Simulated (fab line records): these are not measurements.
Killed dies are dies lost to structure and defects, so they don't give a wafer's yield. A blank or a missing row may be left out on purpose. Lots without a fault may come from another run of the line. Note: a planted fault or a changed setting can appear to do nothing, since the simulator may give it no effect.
fab line records + flow n5Finfet
[record]
- lots = 5
- wafers = 15
- lastDay = 18
route steps=1938 shown BEOL_M8@1368 BEOL_M9@1401 PASSIVATION@1936
lots that met no fault: from a run of the same line without faults
startH: hours from the record's opening day to when the first of the lot's shown wafers began + waitH: time in hours since the lot's previous step + " the same as in the row above + L1.1+2: a single row standing in for several wafers + - either no value or no given start + * or withheld: withheld + < > ~ a bound
route shown NAME@n: NAME is a module with steps in the file, n the number in the route of the first one + usual: the fault-free wafers' mean and standard deviation + same: alike in all rows + chamber/n: place in a boat + sites: readings site by site + _std_site: how widely they spread, as a standard deviation + _edge_site: the outer-site mean with the inner-site mean subtracted + radiusMm: how far each site lies from the wafer's centre + mask NAME#n: copy n + behind: the most recent tool/chamber to have shaped the wafer + hold: why the lot was held/for how many hours/how that ended + device: names the non-switching transistor (n, p or np) + end of line: the route-end tests of the same wafers + a step with no rows: only its recipe + killed: the dies lost at the first sort to structure and to defects; this is not the yield of the wafer + map: the dies of a wafer, with x for killed, . for not killed, _ for no die there
set.NAME: setting as actually run; set.NAME@STEP: the setting as run at that earlier step + model.NAME: the simulator's own value behind a step, which no gauge read
lots at selected steps of the route; one table per step, one row per wafer
services: when a tool's chamber went out of use (startH, in hours from the record's first day, below 0 if earlier), for how many hours, and the reason
[[steps]]
[step N5_BEOL_M8_DESCUM_33]
[recipe]
- chemistry = O2
- timeS = 7
- sourcePowerW = 50
- biasPowerW = 20
- pressureMtorr = 20
- rfFrequencyHz = 2.712e+07
- tempC = 40
- resist = CAR-EUV
- o2FlowSccm = 225
[step N5_BEOL_M8_ETCH_72]
[recipe]
- chemistry = N2/H2
- target = underlayer
- targetDepthA = 65
- maskMaterial = CAR-EUV
- timeS = 5.2
- ionEnergyEv = 200
- pressureMtorr = 30
- sourceW = 840
- biasW = 150
- n2FlowSccm = 200
- h2FlowSccm = 200
- ends = cleared
[step N5_BEOL_M8_ETCH_65]
[recipe]
- chemistry = CF4
- target = SiARC
- targetDepthA = 156
- maskMaterial = CAR-EUV
- timeS = 26
- ionEnergyEv = 80
- pressureMtorr = 40
- sourceW = 545
- biasW = 36
- Ar_flow_sccm = 100
- cf4FlowSccm = 100
- ends = cleared
[step N5_BEOL_M8_ETCH_66]
[recipe]
- chemistry = N2/H2
- target = SOC
- targetDepthA = 800
- overetchA = 160
- maskMaterial = SiARC
- tempC = 40
- timeS = 120
- ionEnergyEv = 200
- pressureMtorr = 30
- sourceW = 840
- biasW = 150
- n2FlowSccm = 200
- h2FlowSccm = 200
[step N5_BEOL_M8_STRIP_69]
[recipe]
- chemistry = N2/H2
- tempC = 40
- n2FlowSccm = 200
- h2FlowSccm = 200
- rfFrequencyHz = 6e+07
[step N5_BEOL_M8_STRIP_73]
[recipe]
- chemistry = N2/H2
- tempC = 40
- n2FlowSccm = 200
- h2FlowSccm = 200
- rfFrequencyHz = 6e+07
[step N5_BEOL_M8_VIA_ETCH_34]
[recipe]
- chemistry = C4F6/O2
- target = SiCOH_lowk
- targetDepthA = 1255
- maskMaterial = SOC
- taperDeg = 4
- timeS = 50.5
- ionEnergyEv = 250
- pressureMtorr = 30
- sourceW = 345
- biasW = 185
- Ar_flow_sccm = 300
- C4F6_flow_sccm = 10
- O2_flow_sccm = 10
[step N5_BEOL_M8_STRIP_76]
[recipe]
- chemistry = C4F6/O2
- resist = SiARC
- rfFrequencyHz = 6e+07
[step N5_BEOL_M8_STRIP_36]
[recipe]
- chemistry = N2/H2
- powerW = 450
- tempC = 40
- pressureMtorr = 20
- rfFrequencyHz = 6e+07
- overashFraction = 0.3
- biasPowerW = 7
- h2Frac = 0.5
- n2FlowSccm = 200
- h2FlowSccm = 200
[step N5_BEOL_M8_TRENCH_ETCH_37]
[recipe]
- chemistry = C4F6/O2
- targetDepthA = 934.78
- target = SiCOH_lowk
- timeS = 31.2
- ionEnergyEv = 250
- pressureMtorr = 30
- sourceW = 345
- biasW = 185
- Ar_flow_sccm = 300
- C4F6_flow_sccm = 10
- O2_flow_sccm = 10
[step N5_BEOL_M8_ETCH_41]
[recipe]
- chemistry = CH3F/O2
- target = SiCN
- targetDepthA = 319
- taperDeg = 2
- timeS = 57.8
- ionEnergyEv = 120
- maskMaterial = TiN
- pressureMtorr = 30
- sourceW = 395
- biasW = 75
- Ar_flow_sccm = 150
- CH3F_flow_sccm = 30
- O2_flow_sccm = 20
[step N5_BEOL_M8_STRIP_80]
[recipe]
- chemistry = N2/H2
- timeS = 10
- powerW = 450
- tempC = 40
- pressureMtorr = 20
- rfFrequencyHz = 6e+07
- biasPowerW = 7
- n2FlowSccm = 200
- h2FlowSccm = 200
[usual]
- drypumpMotorCurrentA = 5.7/0.54
- oesProductAu = 0.84/0.089
- rfVppV = 59.3/0.87
- showerheadPlenumPTorr = 2.56/0.11
- throttleValvePct = 23.55/0.21
| lot.wafer | tool       | chamber | startH | waitH | drypumpMotorCurrentA | oesProductAu | rfHoursCounterH | rfVppV | showerheadPlenumPTorr | throttleValvePct |
|-----------|------------|---------|--------|-------|----------------------|--------------|-----------------|--------|-----------------------|------------------|
| L310.3    | rieDiel-06 | 1       | 261.43 | -     | 4.9                  | 0.78         | 149             | 60.2   | 2.53                  | 23.45            |
| L310.4    | "          | 3       | "      | "     | 5.3                  | 0.87         | 45              | 58.8   | 2.48                  | 23.35            |
| L310.6    | "          | 2       | "      | "     | 5.5                  | 0.82         | -               | 58.7   | 2.57                  | 23.75            |
| L313.1    | rieDiel-02 | 3       | 275.75 | -     | 6.5                  | 0.66         | 245             | 58.9   | 2.42                  | 23.78            |
| L313.4    | "          | 1       | "      | "     | 5.4                  | 0.95         | 9               | 57.1   | 2.69                  | 23.26            |
| L313.6    | "          | 1       | "      | "     | 5.4                  | 0.94         | -               | 60.3   | 2.69                  | 23.29            |
| L323.1    | rieDiel-02 | 3       | 324.70 | -     | 6.5                  | 0.98         | 2               | 59.6   | 2.74                  | 23.42            |
| L323.5    | "          | 3       | "      | "     | 6.6                  | 0.99         | -               | 60.7   | 2.74                  | 23.42            |
| L323.6    | "          | 2       | "      | "     | 5.4                  | 0.85         | -               | 59.4   | 2.69                  | 23.60            |
| L322.1    | rieDiel-02 | 1       | 340.67 | -     | 5.4                  | 0.89         | 31              | 60.0   | 2.68                  | 23.31            |
| L322.3    | "          | 0       | "      | "     | 5.6                  | 0.68         | 246             | 59.0   | 2.39                  | 23.96            |
| L322.6    | "          | 2       | "      | "     | 5.4                  | 0.85         | -               | 59.8   | 2.69                  | 23.60            |
| L324.1    | rieDiel-02 | 1       | 358.26 | -     | 5.3                  | 0.90         | 37              | 58.4   | 2.68                  | 23.31            |
| L324.4    | "          | 3       | "      | "     | 6.5                  | 0.95         | -               | 61.2   | 2.73                  | 23.42            |
| L324.5    | "          | 2       | "      | "     | 5.4                  | 0.85         | -               | 59.4   | 2.69                  | 23.61            |
[step N5_BEOL_M8_HM_STRIP_39]
[recipe]
- chemistry = peroxideTinStrip
- material = TiN
- targetDepthA = 250
- tempC = 50
- timeS = 158
[step N5_BEOL_M8_SRD_40]
[recipe]
- timeS = 30
- tempC = 23
- rinseLiquid = diw
- dry = ipaMarangoni
[step N5_BEOL_M8_PRECLEAN_42]
[recipe]
- chemistry = residueRemover
- timeS = 60
- tempC = 40
[step N5_BEOL_M8_SRD_43]
[recipe]
- timeS = 30
- tempC = 23
- rinseLiquid = diw
- dry = ipaMarangoni
[step N5_BEOL_M8_CURE_75]
[recipe]
- tempC = 370
- timeS = 120
- ambient = DMADMS/He
- material = SiCOH_lowk
[step N5_BEOL_M8_DEGAS_44]
[recipe]
- ambient = vacuum
- tempC = 250
- timeS = 60
[step N5_BEOL_M8_PRE_CLEAN_45]
[recipe]
- gas = H2/He
- timeS = 30
- tempC = 250
[step N5_BEOL_M8_ALD_77]
[recipe]
- material = TaN
- targetThkA = 20
- tempC = 275
- aldPrecursorFamily = PDMAT
- aldCoReactant = NH3
- pressureTorr = 3
- carrierFlowSccm = 1500
- pulseTimeS = 2
- purgeTimeS = 3
- coReactantPurgeTimeS = 2
- coReactantPulseTimeS = 3
- aldCycles = 40
- precursorVesselTempC = 75
- precursorVesselPressureTorr = 26.25
- precursorVesselCarrierSccm = 1000
[step N5_BEOL_M8_SURFACE_TREAT_79]
[recipe]
- gas = Ar
- timeS = *
- ionEnergyEv = *
- ionCurrentMaCm2 = 0.5
- pressureMtorr = *
- arFlowSccm = 30
[step N5_BEOL_M8_CVD_78]
[recipe]
- material = Co
- targetThkA = 20
- tempC = withheld
- precursor = CCTBA/H2
- pressureTorr = 30
- timeS = 142.3
[step N5_BEOL_M8_SPUTTER_48]
[recipe]
- material = Cu
- targetThkA = 100
- tempC = -20
- biasV = 60
- powerW = 26000
- chamberPressurePa = 0.13
- timeS = 1.667
[step N5_BEOL_M8_ECD_50]
[recipe]
- material = Cu
- targetThkA = 3000
[step N5_BEOL_M8_ANNEAL_51]
[recipe]
- tempC = 225
- timeS = 90
- ambient = N2
[step N5_BEOL_M8_CMP_52]
[recipe]
- stopOn = SiCOH_lowk
- tOverpolishS = 6.9
- downForcePsi = 1
- platenRpm = 50
- clearingPlatenDownForcePsi = 1.5
- clearingPlatenRpm = 50
- postCmpClean = cuAlkaline
- targetThkNm = 80
- clearingPlatenPadVelocityMS = 0.99484
- padVelocityMS = 0.99484
[step N5_BEOL_M8_PRE_CLEAN_55]
[recipe]
- gas = NH3
- timeS = 15
- tempC = withheld
- rfPowerW = 300
[step N5_BEOL_M8_DEP_56]
[recipe]
- material = SiCN
- targetThkA = 100
- tempC = withheld
- precursor = 3MS/NH3
- pressureTorr = 3
- rfW = 202
- timeS = 17.5
[step N5_BEOL_M9_ILD_DEP_00]
[recipe]
- material = SiCOH_lowk
- targetThkA = 3085.1
- tempC = 300
- precursor = DEMS/porogen
- pressureTorr = 5
- rfW = 500
- timeS = 58
[step N5_BEOL_M9_CURE_71]
[recipe]
- tempC = 385
- timeS = 240
- ambient = He/Ar
- material = SiCOH_lowk
[step N5_BEOL_M9_PECVD_70]
[recipe]
- material = SiO2
- targetThkA = 200
- tempC = 400
- precursor = TEOS/O2
- pressureTorr = 5.5
- rfW = 450
- teosFlowSccm = 53.8
- gas = O2
- flowSccm = 3000
- timeS = 22.7
[step N5_BEOL_M9_HM_DEP_02]
[recipe]
- material = TiN
- targetThkA = 200
- tempC = 25
- chamberPressurePa = 0.49996
[step N5_BEOL_M9_COAT_59]
[recipe]
- resist = SOC
- tempC = 250
- timeS = 60
- spinRpm = 1500
- resistThkNm = 100
[step N5_BEOL_M9_COAT_60]
[recipe]
- resist = SiARC
- tempC = 220
- timeS = 60
- spinRpm = 1500
- resistThkNm = 30
[step N5_BEOL_M9_COAT_05]
[recipe]
- resist = CAR-ArF
- spinRpm = 1500
- resistThkNm = 90
[step N5_PASSIVATION_PROBE_49]
[usual]
- defectLimitedYield = 91.4/1.3
- killed_at_M0_to_M3 = 34/10
- killed_at_M4_up = 14/5.6
- killedAtContacts = 13/5.9
- killedAtFrontEnd = 37/9.9
- killedAtOther = 3.5/2.8
- killedDies = 101/15
- killedOnRim = 13/3.9
- killedOpen = 67/12
- killedShort = 32/6.6
- sort_bin_5_function = 5.0/0.81
- sort_bin_6_memory = 3.2/0.66
- sortNPass = 1079/15
- sortYieldPct = 91.4/1.3
[same]
- grossDies = 1180
- killedAtBackSide = 0
- sort_bin_4_leakage[%] = 0
- sort_bin_8_speed[%] = 0
| lot.wafer | tool      | chamber | startH | waitH | defectLimitedYield[%] | killed_at_M0_to_M3 | killed_at_M4_up | killedAtContacts | killedAtFrontEnd | killedAtOther | killedDies | killedOnRim | killedOpen | killedShort | sort_bin_5_function[%] | sort_bin_6_memory[%] | sortNPass | sortYieldPct[%] |
|-----------|-----------|---------|--------|-------|-----------------------|--------------------|-----------------|------------------|------------------|---------------|------------|-------------|------------|-------------|------------------------|----------------------|-----------|-----------------|
| L310.3    | prober-01 | -       | 328.71 | 0.1   | 93.6                  | 16                 | 14              | 8                | 35               | 3             | 76         | 14          | 56         | 20          | 3.3                    | 2.9                  | 1104      | 93.6            |
| L310.4    | prober-01 | -       | 328.76 | 0.2   | 94.5                  | 24                 | 11              | 2                | 28               | 0             | 65         | 8           | 42         | 23          | 3.0                    | 2.0                  | 1115      | 94.5            |
| L310.6    | prober-01 | -       | 328.86 | 0.3   | 92.7                  | 35                 | 14              | 4                | 31               | 2             | 86         | 12          | 51         | 34          | 5.1                    | 1.9                  | 1094      | 92.7            |
| L313.1    | prober-01 | -       | 342.28 | 0.0   | 91.5                  | 33                 | 12              | 18               | 35               | 2             | 100        | 12          | 62         | 37          | 5.6                    | 2.5                  | 1080      | 91.5            |
| L313.4    | prober-01 | -       | 342.43 | 0.2   | 90.7                  | 22                 | 17              | 25               | 45               | 1             | 110        | 14          | 75         | 35          | 5.4                    | 3.6                  | 1070      | 90.7            |
| L313.6    | prober-01 | -       | 342.53 | 0.3   | 91.7                  | 34                 | 8               | 19               | 36               | 1             | 98         | 9           | 68         | 30          | 4.5                    | 3.3                  | 1082      | 91.7            |
| L323.1    | prober-01 | -       | 397.27 | 0.0   | 79.7                  | 48                 | 130             | 14               | 40               | 7             | 239        | 32          | 92         | 29          | 10.8                   | 5.5                  | 941       | 79.7            |
| L323.5    | prober-01 | -       | 397.47 | 0.2   | 81.8                  | 27                 | 130             | 13               | 43               | 2             | 215        | 25          | 62         | 33          | 11.0                   | 4.1                  | 965       | 81.8            |
| L323.6    | prober-01 | -       | 397.52 | 0.3   | 80.8                  | 36                 | 161             | 12               | 15               | 2             | 226        | 17          | 58         | 22          | 12.1                   | 3.7                  | 954       | 80.8            |
| L322.1    | prober-02 | -       | 404.72 | 0.0   | 84.2                  | 40                 | 94              | 8                | 39               | 5             | 186        | 40          | 66         | 34          | 8.6                    | 3.9                  | 994       | 84.2            |
| L322.3    | prober-02 | -       | 404.82 | 0.1   | 86.8                  | 63                 | 51              | 12               | 27               | 3             | 156        | 30          | 85         | 32          | 8.1                    | 3.6                  | 1024      | 86.8            |
| L322.6    | prober-02 | -       | 404.97 | 0.3   | 80.2                  | 42                 | 146             | 10               | 25               | 11            | 234        | 18          | 55         | 39          | 13.2                   | 3.9                  | 946       | 80.2            |
| L324.1    | prober-02 | -       | 423.56 | 0.0   | 82.9                  | 38                 | 106             | 17               | 41               | 0             | 202        | 37          | 85         | 36          | 9.6                    | 4.4                  | 978       | 82.9            |
| L324.4    | prober-02 | -       | 423.71 | 0.2   | 80.8                  | 40                 | 132             | 21               | 31               | 2             | 226        | 34          | 74         | 35          | 10.8                   | 5.2                  | 954       | 80.8            |
| L324.5    | prober-02 | -       | 423.76 | 0.2   | 78.9                  | 46                 | 159             | 12               | 32               | 0             | 249        | 24          | 62         | 34          | 13.1                   | 4.4                  | 931       | 78.9            |
// killed by level:class
L310.3 FIN_SAQP:geometricParticle:open=14 FIN_SAQP:geometricParticle:short=10 BEOL_M4:geometricParticle:open=8 DUMMY_GATE:geometricParticle:open=7 MOL_CONTACT_COAG:geometricParticle:open=7 BEOL_M0_SAQP:geometricParticle:open=5 BEOL_M3:geometricParticle:open=5 BEOL_M2:geometricParticle:open=3
L310.4 FIN_SAQP:geometricParticle:open=9 BEOL_M3:geometricParticle:open=7 BEOL_M0_SAQP:geometricParticle:short=7 FIN_SAQP:geometricParticle:short=6 DUMMY_GATE:geometricParticle:open=5 BEOL_M6:geometricParticle:open=4 BEOL_M0_SAQP:geometricParticle:open=3 BEOL_M1:geometricParticle:open=3
L310.6 BEOL_M2:geometricParticle:open=12 FIN_SAQP:geometricParticle:open=8 FIN_SAQP:geometricParticle:short=7 BEOL_M0_SAQP:geometricParticle:short=5 BEOL_M1:geometricParticle:open=5 BEOL_M5:geometricParticle:open=4 DUMMY_GATE:geometricParticle:open=3 ILD0:geometricParticle:short=3
L313.1 MOL_CONTACT_COAG:geometricParticle:open=15 FIN_SAQP:geometricParticle:short=10 BEOL_M1:geometricParticle:open=10 FIN_SAQP:geometricParticle:open=9 BEOL_M3:geometricParticle:open=7 BEOL_M0_SAQP:geometricParticle:short=4 BEOL_M4:geometricParticle:open=4 DUMMY_GATE:geometricParticle:open=3
L313.4 MOL_CONTACT_COAG:geometricParticle:open=21 FIN_SAQP:geometricParticle:short=19 FIN_SAQP:geometricParticle:open=9 BEOL_M0_SAQP:geometricParticle:open=6 BEOL_M4:geometricParticle:open=5 STI_FIN_REVEAL:geometricParticle:open=4 DUMMY_GATE:geometricParticle:open=4 MOL_CONTACT_COAG:geometricParticle:short=4
L313.6 MOL_CONTACT_COAG:geometricParticle:open=12 BEOL_M3:geometricParticle:open=10 STI_FIN_REVEAL:geometricParticle:open=8 BEOL_M0_SAQP:geometricParticle:open=8 FIN_SAQP:geometricParticle:short=7 MOL_CONTACT_COAG:geometricParticle:short=7 BEOL_M0_SAQP:geometricParticle:short=5 BEOL_M1:geometricParticle:open=5
L323.1 BEOL_M8:unspecified=118 BEOL_M0_SAQP:geometricParticle:short=13 MOL_CONTACT_COAG:geometricParticle:open=12 BEOL_M0_SAQP:geometricParticle:open=12 BEOL_M2:geometricParticle:open=11 DUMMY_GATE:geometricParticle:open=10 STI_FIN_REVEAL:geometricParticle:open=9 BEOL_M4:geometricParticle:open=9
L323.5 BEOL_M8:unspecified=120 STI_FIN_REVEAL:geometricParticle:open=11 MOL_CONTACT_COAG:geometricParticle:open=10 BEOL_M0_SAQP:geometricParticle:short=7 FIN_SAQP:geometricParticle:open=6 GATE_CUT:geometricParticle:short=6 BEOL_M0_SAQP:geometricParticle:open=6 BEOL_M4:geometricParticle:open=6
L323.6 BEOL_M8:unspecified=145 BEOL_M3:geometricParticle:open=12 MOL_CONTACT_COAG:geometricParticle:open=10 BEOL_M0_SAQP:geometricParticle:open=9 BEOL_M0_SAQP:geometricParticle:short=6 BEOL_M4:geometricParticle:open=5 STARTING-WAFER:geometricParticle:open=4 GATE_CUT:geometricParticle:short=3
L322.1 BEOL_M8:unspecified=84 FIN_SAQP:geometricParticle:open=10 BEOL_M2:geometricParticle:open=8 BEOL_M0_SAQP:geometricParticle:short=7 BEOL_M0_SAQP:geometricParticle:open=7 SPACER0:geometricParticle:open=6 MOL_CONTACT_COAG:geometricParticle:open=6 BEOL_M3:geometricParticle:open=6
L322.3 BEOL_M8:unspecified=36 BEOL_M0_SAQP:geometricParticle:open=18 BEOL_M0_SAQP:geometricParticle:short=15 BEOL_M2:geometricParticle:open=11 MOL_CONTACT_COAG:geometricParticle:open=10 BEOL_M4:geometricParticle:open=9 BEOL_M1:geometricParticle:open=7 FIN_SAQP:geometricParticle:open=6
L322.6 BEOL_M8:unspecified=135 BEOL_M0_SAQP:geometricParticle:short=11 MOL_CONTACT_COAG:geometricParticle:open=9 BEOL_M2:geometricParticle:open=7 BEOL_M3:geometricParticle:open=7 BEOL_M0_SAQP:geometricParticle:open=6 STI_FIN_REVEAL:geometricParticle:open=5 SPACER0:geometricParticle:short=5
L324.1 BEOL_M8:unspecified=81 FIN_SAQP:geometricParticle:open=12 MOL_CONTACT_COAG:geometricParticle:open=11 BEOL_M4:geometricParticle:open=11 BEOL_M3:geometricParticle:open=10 FIN_SAQP:geometricParticle:short=7 DUMMY_GATE:geometricParticle:open=7 BEOL_M1:geometricParticle:open=7
L324.4 BEOL_M8:unspecified=117 MOL_CONTACT_COAG:geometricParticle:open=18 FIN_SAQP:geometricParticle:open=11 BEOL_M2:geometricParticle:open=9 BEOL_M0_SAQP:geometricParticle:short=7 BEOL_M4:geometricParticle:open=7 BEOL_M0_SAQP:geometricParticle:open=6 BEOL_M1:geometricParticle:open=6
L324.5 BEOL_M8:unspecified=153 BEOL_M1:geometricParticle:open=10 BEOL_M0_SAQP:geometricParticle:short=9 BEOL_M3:geometricParticle:open=9 FIN_SAQP:geometricParticle:open=8 BEOL_M0_SAQP:geometricParticle:open=7 BEOL_M2:geometricParticle:open=7 MOL_CONTACT_COAG:geometricParticle:open=6
// map L322.6 (x killed, . not)
_________________.........x..________________
______________.......x.........._____________
___________x.......................__________
__________x.....x..................._________
________..................x...x......._______
_______.........x....x.....x......x..x.______
______....x.....x.......x..........x...._____
_____..x.x.......................x.....x.____
____...x...............x..................___
___.....x..............x.x..x.........x...x__
___....................xxx....x............__
__...x.x....x.x.........................x..._
__.x.x...x.....x......................x....._
_..........x.....................x...........
_.........................x..x.x.......x.....
_x.x.............x........................x..
_..............x...........x.............x...
_......x.......x......x......x...............
_........x.x....x.x..........................
_.........x......x...............x...x.......
_....xx......................................
__.....................x................x..._
__.........x..x....xxxxxx....x.....x........_
___..........x...xxxxxxxxxx...x....xx.x....__
___x.............xxxxxxxxxx.xx....x.x......__
____.x.......x.xxxxxxxxxxxx..........x....___
_____x....x...xxxxxxxxxxxxxxx.......xx...____
______.....xx.xxxxxxxxxxxxxxx..x.x......_____
_______.......xxxxxxxxxxxxxx.x.........______
________.......xxxxxxxxxxxxx.x........_______
__________.....xxxxxxxxxxxxx........_________
___________.....xxxxxxxxxxxxx..x...__________
______________.....xxxxxxx......_____________
_________________x.xxxxx..x..________________
// map L323.1 (x killed, . not)
_________________...xx.......________________
______________...x...x.........._____________
___________.x.x....................__________
__________x.x...x......x......x....._________
________xxxxxxxx..x..................._______
_______xxxxxxxx........................______
______xxxxxxxxxxxx....x.......x....x...._____
_____xxxxxxxxxxxxx...xx....x...x.........____
____xxxxxxxxxxxx.xx.x.x....x.....xx.......___
___xxxxxxxxxxxx....x..........x..xx.x...x..__
___xxxxxxxxxxxx.x..........x......xx...x...__
__.xxxxxxxxxxxxx.xx...............x........._
__x.xxxxxxxxxxxxx..x....x..x...x............_
_...x.xxxx.xx.x.x.x..x.x.....x...x..........x
_..........x.xx....x...x........x....x.......
_...x......x.x......................x...x...x
_x.......x......xx........x.............x....
_....x..x.......................x..x..x......
_......x................x........x.x.........
_...........x.........x......x......x..x.....
_.....................xx.............x.......
__...........x.......................x..x..._
__....x...x.xx.........................x...._
___....x...x.................x..x........xx__
___.......x.....x................x.........__
____x..................x...............x..___
_____.....x.x............x...............____
______......x........x..x........x......_____
_______............x...x....x........x.______
________..x...........x..x.........x.._______
__________..x........x....x........._________
___________........................__________
______________x..............x.._____________
_________________............________________
[[services]]
| tool       | chamber | startH | hours | kind                         |
|------------|---------|--------|-------|------------------------------|
| rieDiel-02 | 0       | 262.90 | 4.5   | repair                       |
| rieDiel-02 | 3       | 287.94 | -     | clean                        |
| rieDiel-02 | 3       | 287.94 | -     | consumableReplace:focusRing  |
| rieDiel-02 | 3       | 287.94 | -     | consumableReplace:showerhead |
| rieDiel-02 | 3       | 287.94 | 28.8  | scheduledDown                |
| rieDiel-02 | 3       | 287.94 | 28.8  | ventCycle                    |
| rieDiel-06 | 0       | 323.70 | 2.2   | repair                       |
| rieDiel-02 | 0       | 353.41 | -     | clean                        |
| rieDiel-02 | 0       | 353.41 | -     | consumableReplace:focusRing  |
| rieDiel-02 | 0       | 353.41 | -     | consumableReplace:showerhead |
| rieDiel-02 | 0       | 353.41 | 14.4  | scheduledDown                |
| rieDiel-02 | 0       | 353.41 | 14.4  | ventCycle                    |
[[key]]
[firstSign]
- step = N5_PASSIVATION_PROBE_49
- reading = killed_at_M4_up
- direction = up
- sigmas = 19
- usual = 14
- struck = 123
[effect]
- step = N5_PASSIVATION_PROBE_49
- reading = killedDies
- direction = up
- sigmas = 7.5
- usual = 101
- struck = 215
[moreKillsBornAt]
- N5_BEOL_M8_STRIP_80@rieDiel-02 = 989
metAt N5_BEOL_M8_STRIP_80
struckWafers L322.1,L322.3,L322.6,L323.1,L323.5,L323.6,L324.1,L324.4,L324.5
onsetBetween 275.75 324.70
alsoFits time
[fault]
- kind = chamberParticleSource
- tool = rieDiel-02
- chamber = -
- onsetH = 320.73
- steps = N5_BEOL_M8_STRIP_80
- ratePerVisitCm2 = 1.7148
- endH = 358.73
